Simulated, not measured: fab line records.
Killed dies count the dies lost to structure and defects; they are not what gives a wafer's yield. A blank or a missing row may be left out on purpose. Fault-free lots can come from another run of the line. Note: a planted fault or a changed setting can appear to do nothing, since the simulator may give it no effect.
The tool behind it: which one? + flow n5Finfet + 11 lots with 33 wafers sampled at 2 steps, on a route of 1938 steps

## WHAT THE GAUGES SHOWED, per wafer
N5_BEOL_M6_OCD_MEAS_38. Usual: 93.2 nm for trenchDepthNm, sd 2.1.
| lot  | measured     | on     | trenchDepthNm (nm) | flag |
|------|--------------|--------|--------------------|------|
| L587 | day 9 01:11  | ocd-01 | 92.7 94.5 93.4     |      |
| L589 | day 9 01:35  | ocd-01 | 93.4 91.2 91.0     |      |
| L590 | day 9 14:38  | ocd-02 | 96.5 92.1 92.0     |      |
| L591 | day 9 20:28  | ocd-02 | 94.1 92.7 93.6     |      |
| L592 | day 10 05:09 | ocd-02 | 92.5 95.5 95.2     |      |
| L595 | day 10 23:45 | ocd-02 | 91.2 96.0 95.0     |      |
| L601 | day 13 14:59 | ocd-02 | 92.7 92.0 93.1     |      |
| L603 | day 13 18:46 | ocd-02 | 96.7 93.1 92.7     |      |
| L604 | day 13 19:13 | ocd-01 | 91.3 91.6 95.2     |      |
| L606 | day 13 22:54 | ocd-02 | 94.5 90.2 91.2     |      |
| L608 | day 14 13:04 | ocd-01 | 93.8 91.6 92.7     |      |

## TOOL THAT RAN EACH LOT (tool first, then ch and the chambers of the sampled wafers, then the start)
| lot  | N5_BEOL_M6_ETCH_41                           |
|------|----------------------------------------------|
| L587 | rieDiel-01 ch 1,2, day 9 01:11 or earlier    |
| L589 | rieDiel-01 ch 0,1,2, day 9 01:35 or earlier  |
| L590 | rieDiel-01 ch 0,2,3, day 9 14:38 or earlier  |
| L591 | rieDiel-01 ch 0,1,3, day 9 20:28 or earlier  |
| L592 | rieDiel-03 ch 0,1,2, day 10 05:09 or earlier |
| L595 | rieDiel-03 ch 0,1,2, day 10 23:45 or earlier |
| L601 | rieDiel-03 ch 0,2,3, day 13 14:59 or earlier |
| L603 | rieDiel-01 ch 1,2,3, day 13 18:46 or earlier |
| L604 | rieDiel-01 ch 1,2,3, day 13 19:13 or earlier |
| L606 | rieDiel-05 ch 0,1,3, day 13 22:54 or earlier |
| L608 | rieDiel-03 ch 0,2,3, day 14 13:04 or earlier |
- N5_BEOL_M6_ETCH_41: etches SiCN in CH3F/O2, target depth 29.7 nm, time 52 s.

## WHAT THE TOOLS THEMSELVES READ (means of the sampled wafers that have a number; where no wafer has one, the mark that the record gives instead)
N5_BEOL_M6_ETCH_41. Usual: drypumpMotorCurrentA 5.6 A, standard deviation 0.5; oesProductAu 0.78 a.u., standard deviation 0.092; rfVppV 297.5 V, standard deviation 1.7; showerheadPlenumPTorr 2.01 Torr, standard deviation 0.083; throttleValvePct 16.22 %, standard deviation 0.27.
| lot  | tool       | drypumpMotorCurrentA (A) | oesProductAu (a.u.) | rfVppV (V) | showerheadPlenumPTorr (Torr) | throttleValvePct (%) | flag |
|------|------------|--------------------------|---------------------|------------|------------------------------|----------------------|------|
| L587 | rieDiel-01 | 5.8                      | 0.77                | 299.0      | 2.08                         | 16.24                |      |
| L589 | rieDiel-01 | 5.8                      | 0.77                | 298.9      | 2.08                         | 16.24                |      |
| L590 | rieDiel-01 | 5.7                      | 0.82                | 298.8      | 2.05                         | 16.07                |      |
| L591 | rieDiel-01 | 5.9                      | 0.75                | 297.5      | 2.02                         | 16.23                |      |
| L592 | rieDiel-03 | 5.1                      | 0.89                | 297.9      | 2.03                         | 15.98                |      |
| L595 | rieDiel-03 | 5.1                      | 0.88                | 297.3      | 2.02                         | 16.00                |      |
| L601 | rieDiel-03 | 5.4                      | 0.81                | 297.3      | 2.00                         | 16.24                |      |
| L603 | rieDiel-01 | 5.7                      | 0.79                | 298.7      | 2.03                         | 16.14                |      |
| L604 | rieDiel-01 | 5.7                      | 0.79                | 298.6      | 2.03                         | 16.13                |      |
| L606 | rieDiel-05 | 5.1                      | 0.67                | 296.4      | 1.99                         | 16.37                |      |
| L608 | rieDiel-03 | 5.5                      | 0.80                | 297.6      | 2.00                         | 16.27                |      |

## THE ANSWER, worked out from the rows above alone
Rule: lot off if the mean of its wafers having a number is beyond 3 standard deviations from the usual mean. Also off: a lot with no number at a reading for which 4 or more lots have one. Where the step has rows for the other lots, those lots are counted as sound. Order of review: gauges by route order, followed by the tools' own readings, for which a lot's mean as printed above is used. The first step at which some lot is off is used, and at that step the reading that is off furthest; a lot without a number counts as furthest.
None of the lots is off at any reading shown; this tells nothing.

## WHAT THE SIMULATOR PUT IN
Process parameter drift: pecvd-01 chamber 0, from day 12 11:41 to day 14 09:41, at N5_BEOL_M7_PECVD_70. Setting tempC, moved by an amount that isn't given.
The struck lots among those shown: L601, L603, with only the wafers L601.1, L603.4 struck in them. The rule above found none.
